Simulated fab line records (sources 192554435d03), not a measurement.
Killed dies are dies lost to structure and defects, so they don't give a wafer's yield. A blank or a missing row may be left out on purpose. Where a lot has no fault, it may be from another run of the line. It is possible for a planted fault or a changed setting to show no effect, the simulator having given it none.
Chamber matching | flow n5Finfet | N5_BEOL_M8_ETCH_62 on rieDiel-02 has 4 sister chambers
The step etches SOC in N2/H2, target depth 110 nm, overetch 22 nm, time 165 s. 8 wafers are shown with their chamber, then 10 later ones without.

## EACH WAFER AND ITS CHAMBER
wafer  | chamber | showerheadPlenumPTorr (Torr) | drypumpMotorCurrentA (A)
L075.4 | 0       | 2.70                         | 5.3
L083.2 | 0       | 2.70                         | 5.2
L083.5 | 3       | 2.53                         | 5.9
L085.2 | 1       | 2.62                         | 5.7
L085.4 | 2       | 2.60                         | 5.4
L085.6 | 1       | 2.62                         | 5.6
L089.1 | 2       | 2.59                         | 5.4
L089.3 | 3       | 2.52                         | 5.8

## WAFERS WITH NO CHAMBER GIVEN
wafer  | showerheadPlenumPTorr (Torr) | drypumpMotorCurrentA (A)
L089.5 | 2.59                         | 5.4
L090.2 | 2.59                         | 5.4
L090.3 | 2.52                         | 5.9
L090.4 | 2.69                         | 5.2
L092.1 | 2.59                         | 5.4
L092.3 | 2.52                         | 5.9
L092.6 | 2.62                         | 5.7
L094.1 | 2.62                         | 5.7
L094.2 | 2.59                         | 5.4
L094.5 | 2.62                         | 5.7

## WHICH CHAMBER EACH ONE RAN IN
wafer  | from the rows above | in truth
L089.5 | 2                   | 2
L090.2 | 2                   | 2
L090.3 | 3                   | 3
L090.4 | 0                   | 0
L092.1 | 2                   | 2
L092.3 | 3                   | 3
L092.6 | 1                   | 1
L094.1 | 1                   | 1
L094.2 | 2                   | 2
L094.5 | 1                   | 1
Correctly placed: 10 of 10. Left unplaced by these rows: 0. Number placed wrongly: 0.
How it was worked out, from the rows above alone: a wafer's distance from a chamber is the root of the sum, over the readings, of the square of ((its reading less the chamber's mean) divided by the reading's scatter). If the next closest chamber is less than 2 further off than the closest, the wafer can't be placed; otherwise it belongs to the closest. A chamber's mean is the mean of its shown wafers. How the scatter is found: for the shown wafers, subtract from each reading the mean of its chamber, square and add these, divide the total by (wafers less chambers), then take the root.
